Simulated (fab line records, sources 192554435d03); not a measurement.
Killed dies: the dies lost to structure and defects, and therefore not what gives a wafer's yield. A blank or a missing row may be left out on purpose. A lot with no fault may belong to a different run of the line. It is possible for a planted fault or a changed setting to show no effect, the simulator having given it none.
A struck lot beside a sound one / flow n5_finfet / 17 out of 1938 route steps
Sound: the wafers L880.1, L880.3, L880.5. Struck: wafers L888.1, L888.3, L888.5. Last of all comes the cause.
At each step with rows: each side's tool, then ch and its chambers, then its first start. Under that, the readings that differ: sound wafers / struck wafers / difference of the means / sigmas: that difference in standard deviations of wafers without a fault.
alike: same words and numbers on both sides, and readings whose means sit less than 2 such deviations apart. not compared: any withheld reading, any reading some wafer has no value for, any bound like >300 that may hide the same value, and any number with overlapping values for which the record gives no deviation.
A row with sigmas, a row that says differs or no value, or rows on one side alone: a step with any of these is where the two part. When numbers do not overlap yet have no deviation, they are printed without sigmas and do not part them. Lack of a reading on every wafer of one side parts them only where that side has two or more wafers.

N5_MIM_TOP_LITHO_OVL_MEAS_11:
  sound on overlay-01 ch 0, day 14 18:36; struck on overlay-01 ch 0, day 16 11:12
  alike: MIM_TOP_OVL
N5_MIM_TOP_LITHO_INSPECT_12: inspects for defects (macro).
  sound on defect_inspect-01 at day 14 18:37; struck on defect_inspect-01 at day 16 11:13
  alike: raw_defect_count
N5_MIM_TOP_LITHO_DESCUM_10: chemistry O2, time 7.9 s.
  sound on rie_diel-03 ch 0,1,2, day 14 18:40; struck on rie_diel-03 ch 2,3, day 16 11:17
  alike: drypump_motor_current_A, oes_product_au, rf_vpp_V, showerhead_plenum_p_Torr, throttle_valve_pct
  not compared: rf_hours_counter_h
N5_MIM_TOP_ETCH_ETCH_00: etches TiN in Cl2/BCl3, target depth 38.5 nm.
  sound on rie_metal-03 ch 0,1, day 14 18:46; struck on rie_metal-01 ch 1, day 16 11:22
  alike: drypump_motor_current_A, mfc_ar_sccm, oes_product_au, throttle_valve_pct
  not compared: rf_hours_counter_h
N5_MIM_TOP_ETCH_STRIP_01: strips in O2.
  sound on rie_diel-02 ch 0,2,3, day 14 19:00; struck on rie_diel-06 ch 1,3, day 16 11:31
  alike: drypump_motor_current_A, oes_product_au, rf_vpp_V, showerhead_plenum_p_Torr, throttle_valve_pct
  not compared: rf_hours_counter_h
N5_MIM_TOP_ETCH_PECVD_03: deposits SiNx from SiH4/NH3/N2, target thk 20 nm, time 17.6 s.
  sound on pecvd-04 ch 0,1,2, day 14 19:04; struck on pecvd-04 ch 0,1, day 16 11:35
  alike: heater_power_outer_w, heater_power_w, showerhead_plenum_p_Torr, throttle_valve_pct
then, 6 steps without rows for these wafers: N5_MIM_BOT_LITHO_HMDS_01 (time 60 s); N5_MIM_BOT_LITHO_COAT_02; N5_MIM_BOT_LITHO_EBR_04; N5_MIM_BOT_LITHO_SOFTBAKE_03 (time 90 s); N5_MIM_BOT_LITHO_EXPOSE_05 (exposes mask MIM BOT); N5_MIM_BOT_LITHO_PEB_06.
N5_MIM_BOT_LITHO_DEVELOP_07: develop time 60 s.
  sound on litho_track-05 ch 0, day 14 19:19; struck on litho_track-05 ch 0, day 16 11:57
then, 1 step without rows for these wafers: N5_MIM_BOT_LITHO_HARDBAKE_09 (time 120 s).
N5_MIM_BOT_LITHO_CD_MEAS_08: the cd target is 3000 nm.
  sound on cd_sem-02 ch 0, day 14 19:25; struck on cd_sem-01 ch 0, day 16 12:04
reading=cd_nm (nm); sound=3001.0 3000.3 2998.1; struck=3006.4 3005.6 3004.4; difference=+5.7; sigmas=+3
N5_MIM_BOT_LITHO_OVL_MEAS_11:
  sound on overlay-02 ch 0, day 14 19:27; struck on overlay-01 ch 0, day 16 12:05
  alike: MIM_BOT_OVL
following that, these wafers have no rows for 1 step: N5_PASSIVATION_PROBE_49.

== WHERE THEY PART ==
At N5_MIM_BOT_LITHO_CD_MEAS_08 and nowhere else, as far as this record goes. Later steps at which nothing parts them and some readings are alike: N5_MIM_BOT_LITHO_OVL_MEAS_11.

WHY: what had been put in by the simulator
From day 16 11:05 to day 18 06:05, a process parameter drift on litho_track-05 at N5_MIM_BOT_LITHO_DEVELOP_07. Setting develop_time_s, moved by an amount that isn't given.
